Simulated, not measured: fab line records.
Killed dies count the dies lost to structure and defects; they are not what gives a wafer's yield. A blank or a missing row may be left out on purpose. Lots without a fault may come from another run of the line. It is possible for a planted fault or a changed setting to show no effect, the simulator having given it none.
Split-lot study | flow n5_finfet | on a route of 1938 steps: 7 lots, 21 wafers read

== THE SPLIT ITSELF ==
At N5_BEOL_M9_ILD_DEP_00 (deposits SiCOH lowk from DEMS/porogen, target thk 308.51 nm, time 58 s), the setting time_s was moved away from the recipe's 58 s on 7 of the 21 wafers read, by -14.2% to +13.2%. The other wafers ran this setting at the recipe's value.

== FROM THE SPLIT ON TO THE READING: in between, the file shows 1 step ==
- N5_BEOL_M9_CURE_71: cures SiCOH lowk, time 240 s

== THE READING ==
Values of M9_ILD_THK in nm from N5_BEOL_M9_THK_MEAS_01. On this fab line, fault-free wafers typically give 269 nm with a standard deviation of 3.8 nm.

wafer  | tool, chamber at the split | time_s as run, s | against the recipe | M9_ILD_THK, nm | against lot-mates on the recipe
L077.2 | pecvd-03, 1                | 63.27            | +9.1%              | 292            | no lot-mate on the recipe
L077.4 | pecvd-03, 1                | 63.27            | +9.1%              | 297            | no lot-mate on the recipe
L077.5 | pecvd-03, 2                | 63.27            | +9.1%              | 299            | no lot-mate on the recipe
L079.2 | pecvd-03, 2                | 58               | recipe             | 268            | -
L079.3 | pecvd-03, 1                | 65.67            | +13.2%             | 301            | +33
L079.6 | pecvd-03, 2                | 65.67            | +13.2%             | 307            | +39
L078.1 | pecvd-04, 2                | 58               | recipe             | 263            | -
L078.2 | pecvd-04, 1                | 58               | recipe             | 267            | -
L078.3 | pecvd-04, 0                | 58               | recipe             | 263            | -
L081.3 | pecvd-01, 0                | 58               | recipe             | 267            | -
L081.5 | pecvd-01, 2                | 49.79            | -14.2%             | 235            | -34
L081.6 | pecvd-01, 0                | 58               | recipe             | 271            | -
L093.1 | pecvd-03, 2                | 58               | recipe             | 265            | -
L093.3 | pecvd-03, 0                | 60.5             | +4.3%              | 277            | +7
L093.5 | pecvd-03, 1                | 58               | recipe             | 275            | -
L096.1 | pecvd-01, 2                | 58               | recipe             | 271            | -
L096.2 | pecvd-01, 0                | 58               | recipe             | 272            | -
L096.5 | pecvd-01, 2                | 58               | recipe             | 273            | -
L095.1 | pecvd-04, 0                | 58               | recipe             | 265            | -
L095.2 | pecvd-04, 2                | 58               | recipe             | 261            | -
L095.5 | pecvd-04, 2                | 58               | recipe             | 268            | -

FIT RESULTS
A straight line over all 21 wafers: M9_ILD_THK changes by +2.69 nm for each +1% of time_s; r = +0.97; the points scatter about the line by 4.2 nm.
The same after taking each lot's own level away (the mean of its wafers on the recipe; 18 wafers): +2.57 nm for each +1%; r = +0.98; scatter 3 nm.
Per that fit: largest time_s move, reading shift of 36 nm.
From 264.3 to 272.0 nm: that is the span of the lots' own levels, equal to 2.0 times the standard deviation above.
Consequently the slope shifts little with the lot-to-lot level, the two slopes agreeing.
Check: for one of the wafers moved furthest among these (-14.2%), held out of the fit, the line's prediction against its lot-mates is -38.2 nm. Against them it came out at -34 nm.

== THE OTHER SPLITS THESE WAFERS WENT THROUGH ==
Before the reading, these wafers also passed through other splits. Each is held against what the fit with the lots' levels taken away leaves over:
other split on the same wafers | wafers away from the commonest value | r with M9_ILD_THK (lot level and that fit taken away)
N5_BEOL_M8_PECVD_70 temp_c     | 7                                    | +0.42

== THE WHOLE CHAIN: every reading that the file lists as answering this split, in the file's order ==
step                   | what it does                                                           | reading                                                                                  | change (the file's fit)              | r (the file's)
N5_BEOL_M9_ILD_DEP_00  | deposits SiCOH lowk from DEMS/porogen, target thk 308.51 nm, time 58 s | SiCOH_lowk_of_BEOL_M9_ILD_DEP_00.thk_nm (the simulator's own value, which no gauge read) | +2.82 nm for each +1% of the setting | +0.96
N5_BEOL_M9_CURE_71     | cures SiCOH lowk, time 240 s                                           | SiCOH_lowk_of_BEOL_M9_ILD_DEP_00.thk_nm (the simulator's own value, which no gauge read) | +2.5 nm for each +1% of the setting  | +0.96
N5_BEOL_M9_THK_MEAS_01 |                                                                        | M9_ILD_THK                                                                               | +2.49 for each +1% of the setting    | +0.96

== FILE'S OWN FIT ==
M9_ILD_THK changes by +2.49 nm for each +1% of time_s, r = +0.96.
